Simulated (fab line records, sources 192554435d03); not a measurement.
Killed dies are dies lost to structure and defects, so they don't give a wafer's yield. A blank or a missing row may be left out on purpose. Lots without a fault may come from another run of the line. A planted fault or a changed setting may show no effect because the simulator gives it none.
Chamber matching | flow n5_finfet | N5_BEOL_M9_ILD_DEP_00 on pecvd-01: 3 sister chambers
The step deposits SiCOH lowk from DEMS/porogen, target thk 308.51 nm, time 58 s. 16 wafers are shown with their chamber, then 8 later ones without.

WAFERS WITH THEIR CHAMBER
wafer  | chamber | throttle_valve_pct (%) | showerhead_plenum_p_Torr (Torr) | heater_power_outer_w (W)
L075.1 | 2       | 13.4                   | 5.749                           | 183
L075.4 | 0       | 14.2                   | 5.723                           | 134
L075.6 | 0       | 14.2                   | 5.718                           | 147
L082.1 | 1       | 15.2                   | 5.777                           | 168
L082.2 | 0       | 14.1                   | 5.725                           | 177
L082.5 | 1       | 15.0                   | 5.777                           | 177
L086.3 | 1       | 14.9                   | 5.769                           | 126
L086.5 | 2       | 12.4                   | 5.754                           | 167
L086.6 | 0       | 14.1                   | 5.717                           | 137
L089.3 | 2       | 12.5                   | 5.746                           | 178
L089.5 | 2       | 12.4                   | 5.752                           | 178
L089.6 | 1       | 15.2                   | 5.755                           | 119
L088.1 | 1       | 14.8                   | 5.762                           | 173
L088.2 | 2       | 12.4                   | 5.742                           | 192
L088.4 | 2       | 12.2                   | 5.757                           | 188
L087.2 | 1       | 14.9                   | 5.755                           | 141

SIGNATURES (means of the wafers above)
reading                  | chamber 0 | chamber 1 | chamber 2 | scatter within a chamber
throttle_valve_pct       | 14.150    | 15.000    | 12.550    | 0.286
showerhead_plenum_p_Torr | 5.72075   | 5.76583   | 5.75000   | 0.00736
heater_power_outer_w     | 148.75    | 150.67    | 181.00    | 19.1
Rule: a wafer's distance from a chamber is the root of the sum, over the readings, of the square of ((its reading less the chamber's mean) divided by the reading's scatter). The wafer belongs to the nearest chamber; if the next one is less than 2 further off, it can't be placed. The scatter: the root of (the sum of the squares of (reading less its chamber's mean) over the shown wafers, divided by (wafers less chambers)).

WAFERS WITHOUT THEIR CHAMBER
wafer  | throttle_valve_pct (%) | showerhead_plenum_p_Torr (Torr) | heater_power_outer_w (W)
L087.3 | 14.4                   | 5.721                           | 184
L087.5 | 15.1                   | 5.744                           | 154
L095.3 | 14.2                   | 5.729                           | 145
L095.4 | 15.0                   | 5.781                           | 177
L095.6 | 12.4                   | 5.758                           | 176
L097.3 | 14.4                   | 5.723                           | 173
L097.5 | 14.1                   | 5.729                           | 181
L097.6 | 15.3                   | 5.781                           | 162

WHICH CHAMBER EACH WENT THROUGH
wafer  | from the rows above     | in truth
L087.3 | 0                       | 0
L087.5 | can't be placed: 1 or 0 | 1
L095.3 | 0                       | 0
L095.4 | 1                       | 1
L095.6 | 2                       | 2
L097.3 | 0                       | 0
L097.5 | 0                       | 0
L097.6 | 1                       | 1
Placed correctly: 7 of 8. Can't be placed from these rows: 1 (the true chamber is among the candidates in 1). Placed wrongly: 0.
